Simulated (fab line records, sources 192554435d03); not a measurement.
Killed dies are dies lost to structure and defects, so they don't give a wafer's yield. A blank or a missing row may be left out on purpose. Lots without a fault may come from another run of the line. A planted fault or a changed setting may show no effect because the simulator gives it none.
Which tool did it? | flow n5_finfet | 12 lots, 36 wafers sampled, at 4 steps of a route of 1938

WHAT THE GAUGES READ, wafer by wafer
N5_MOL_CONTACT_COAG_INSPECT_97: inspects for defects (darkfield).
lot  | measured     | on                | raw_defect_count
L075 | day 5 17:08  | defect_inspect-01 | 39 30 35
L077 | day 6 04:57  | defect_inspect-02 | 47 36 16
L079 | day 6 18:14  | defect_inspect-02 | 25 33 61
L081 | day 7 04:19  | defect_inspect-02 | 24 62 81
L083 | day 7 20:37  | defect_inspect-02 | 40 39 20
L085 | day 8 03:58  | defect_inspect-01 | 66 53 35
L087 | day 8 14:59  | defect_inspect-02 | 43 60 46
L089 | day 9 04:59  | defect_inspect-02 | 38 45 32
L091 | day 9 19:23  | defect_inspect-02 | 49 49 25
L093 | day 10 06:47 | defect_inspect-01 | 20 29 59
L095 | day 10 19:10 | defect_inspect-02 | 51 40 61
L097 | day 11 12:52 | defect_inspect-02 | 53 61 65

WHICH TOOL RAN EACH LOT (tool, then ch and the chambers of the sampled wafers, then the start)
lot  | N5_MOL_CONTACT_COAG_ETCH_66        | N5_MOL_CONTACT_COAG_ETCHBACK_134   | N5_MOL_CONTACT_COAG_CVD_140
L075 | rie_diel-05 ch 0,2,3, day 5 12:34  | rie_diel-05 ch 0,1,2, day 5 12:49  | cvd_w-02 ch 0,1, day 5 13:28
L077 | rie_diel-06 ch 0,3, day 6 00:00    | rie_diel-03 ch 1,2,3, day 6 00:26  | cvd_w-02 ch 0,1, day 6 01:09
L079 | rie_diel-06 ch 0,1,3, day 6 13:17  | rie_diel-03 ch 1,2, day 6 13:52    | cvd_w-02 ch 0,1, day 6 14:35
L081 | rie_diel-06 ch 0,2,3, day 6 23:40  | rie_diel-03 ch 0,3, day 6 23:59    | cvd_w-01 ch 0,1, day 7 00:38
L083 | rie_diel-03 ch 0,1,3, day 7 15:57  | rie_diel-05 ch 0,3, day 7 16:13    | cvd_w-01 ch 0,1, day 7 16:51
L085 | rie_diel-03 ch 2,3, day 7 23:23    | rie_diel-03 ch 0,1,2, day 7 23:38  | cvd_w-02 ch 0,1, day 8 00:17
L087 | rie_diel-03 ch 1,2, day 8 10:21    | rie_diel-06 ch 0,1, day 8 10:37    | cvd_w-02 ch 0,1, day 8 11:15
L089 | rie_diel-05 ch 1,3, day 9 00:14    | rie_diel-03 ch 0,2,3, day 9 00:41  | cvd_w-02 ch 0,1, day 9 01:19
L091 | rie_diel-05 ch 1,2,3, day 9 12:11  | rie_diel-05 ch 1,3, day 9 12:29    | cvd_w-02 ch 0,1, day 9 13:08
L093 | rie_diel-03 ch 1,2, day 10 01:52   | rie_diel-05 ch 0,1,3, day 10 02:09 | cvd_w-02 ch 1, day 10 02:53
L095 | rie_diel-06 ch 1,2, day 10 14:29   | rie_diel-06 ch 2,3, day 10 14:50   | cvd_w-01 ch 0,1, day 10 15:29
L097 | rie_diel-06 ch 0,2,3, day 11 05:23 | rie_diel-03 ch 1,2, day 11 05:54   | cvd_w-02 ch 0,1, day 11 06:52
- N5_MOL_CONTACT_COAG_ETCH_66: etches SiARC in CF4, target depth 13 nm, time 21.7 s.
- N5_MOL_CONTACT_COAG_ETCHBACK_134: etches SiO2 in CHF3, target depth 10 nm, time 6.7 s.
- N5_MOL_CONTACT_COAG_CVD_140: deposits W, target thk 66.5 nm, time 215 s.

THE ANSWER, worked out from the rows above alone
Rule: what is usual is taken from the lots themselves. Put in order of their means at a reading, lots are off if they are a third of the lots or fewer, leave a main group of 4 or more, and stand apart from it by a gap of 3 or more times the standard deviation of the main group's means; of several such gaps the widest counts. A main group whose means are all the same, to the digits that the tables above print for the reading, isn't used. A lot without any number at a reading at which 4 lots or more have one is off too. The other lots that the step has rows for count as sound.
No lot is off at any reading shown: from this, nothing can be told.

WHAT THE SIMULATOR HAD PUT IN
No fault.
